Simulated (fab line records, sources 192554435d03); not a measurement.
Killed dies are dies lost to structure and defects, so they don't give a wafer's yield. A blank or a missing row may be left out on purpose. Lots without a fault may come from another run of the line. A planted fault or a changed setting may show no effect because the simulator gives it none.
Split-lot experiment | flow n5_finfet | 7 lots, 21 wafers read, on a route of 1938 steps

THE SPLIT
At N5_MOL_CONTACT_COAG_PECVD_31 (deposits SiO2 from TEOS/O2, target thk 46 nm, time 8.9 s), the setting temp_c was moved away from the recipe's 400 C on 4 of the 21 wafers read, by -3.6% to +1.2%. The other wafers ran this setting at the recipe's value.

The reading is taken at the split's own step.

THE READING
SiO2_of_MOL_CONTACT_COAG_PECVD_31.thk_nm (the simulator's own value, which no gauge read), in nm, at N5_MOL_CONTACT_COAG_PECVD_31 (deposits SiO2 from TEOS/O2, target thk 46 nm, time 8.9 s). The file gives no usual value for it. The 17 wafers here that ran the recipe average 46.0 nm, standard deviation 0.68 nm.

wafer  | tool, chamber at the split | temp_c as run, C | against the recipe | SiO2_of_MOL_CONTACT_COAG_PECVD_31.thk_nm, nm | against lot-mates on the recipe
L074.1 | pecvd-02, 2,1              | 400              | recipe             | 45.6                                         | -
L074.2 | pecvd-02, 2,1              | 400              | recipe             | 45.6                                         | -
L074.4 | pecvd-02, 2                | 400              | recipe             | 46                                           | -
L075.3 | pecvd-01, 1                | 400              | recipe             | 46.8                                         | -
L075.4 | pecvd-01, 1                | 400              | recipe             | 47.4                                         | -
L075.5 | pecvd-01, 0                | 385.6            | -3.6%              | 50.8                                         | +3.7
L076.1 | pecvd-01, 0,2              | 400              | recipe             | 46.6                                         | -
L076.4 | pecvd-01, 0,2              | 400              | recipe             | 46.6                                         | -
L076.5 | pecvd-01, 1                | 404.8            | +1.2%              | 46.4                                         | -0.2
L077.1 | pecvd-03, 2                | 400              | recipe             | 45.2                                         | -
L077.3 | pecvd-03, 1                | 400              | recipe             | 45.6                                         | -
L077.6 | pecvd-03, 1                | 400              | recipe             | 46                                           | -
L080.4 | pecvd-01, 0                | 385.8            | -3.5%              | 50                                           | +3.3
L080.5 | pecvd-01, 2                | 400              | recipe             | 46.2                                         | -
L080.6 | pecvd-01, 1                | 400              | recipe             | 47.2                                         | -
L083.1 | pecvd-03, 0                | 400              | recipe             | 45.4                                         | -
L083.2 | pecvd-03, 1                | 400              | recipe             | 45.2                                         | -
L083.6 | pecvd-03, 2                | 400              | recipe             | 45.6                                         | -
L090.4 | pecvd-02, 1                | 400              | recipe             | 45.2                                         | -
L090.5 | pecvd-02, 2                | 400              | recipe             | 45.6                                         | -
L090.6 | pecvd-02, 0                | 392.2            | -2.0%              | 48.8                                         | +3.4
Where a row lists several chambers, the file gives one row for several wafers and doesn't say which wafer went through which chamber.

THE FIT
A straight line over all 21 wafers: SiO2_of_MOL_CONTACT_COAG_PECVD_31.thk_nm changes by -1.15 nm for each +1% of temp_c; r = -0.87; the points scatter about the line by 0.78 nm.
The same after taking each lot's own level away (the mean of its wafers on the recipe; 21 wafers): -1.01 nm for each +1%; r = -0.93; scatter 0.47 nm.
On that fit, the largest move of temp_c shifts the reading by 3.6 nm.
The lots' own levels span 45.40 to 47.10 nm, that is 2.5 times the standard deviation above.
So the lot-to-lot level changes the slope: the two fits differ.
Check: with one of the wafers moved furthest among these (-3.6%) left out of the fit, the line predicts +3.76 nm for it against its lot-mates. It came out at +3.7 nm against them.

OTHER SPLITS ON THESE WAFERS
These wafers also went through other splits before the reading. Each is held against what the fit with the lots' levels taken away leaves over:
other split on the same wafers    | wafers away from the commonest value | r with SiO2_of_MOL_CONTACT_COAG_PECVD_31.thk_nm (lot level and that fit taken away)
N5_HKMG_FIN_COAT_42 spin_rpm      | 5                                    | +0.15
N5_GATE_CUT_HM_DEP_46 time_s      | 7                                    | +0.31
N5_GATE_CUT_EXPOSE_10 dose_mj     | 8                                    | -0.17
N5_GATE_CUT_CMP_23 down_force_psi | 7                                    | -0.08

THE FILE'S OWN FIT
SiO2_of_MOL_CONTACT_COAG_PECVD_31.thk_nm changes by -1.04 nm for each +1% of temp_c, r = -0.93.
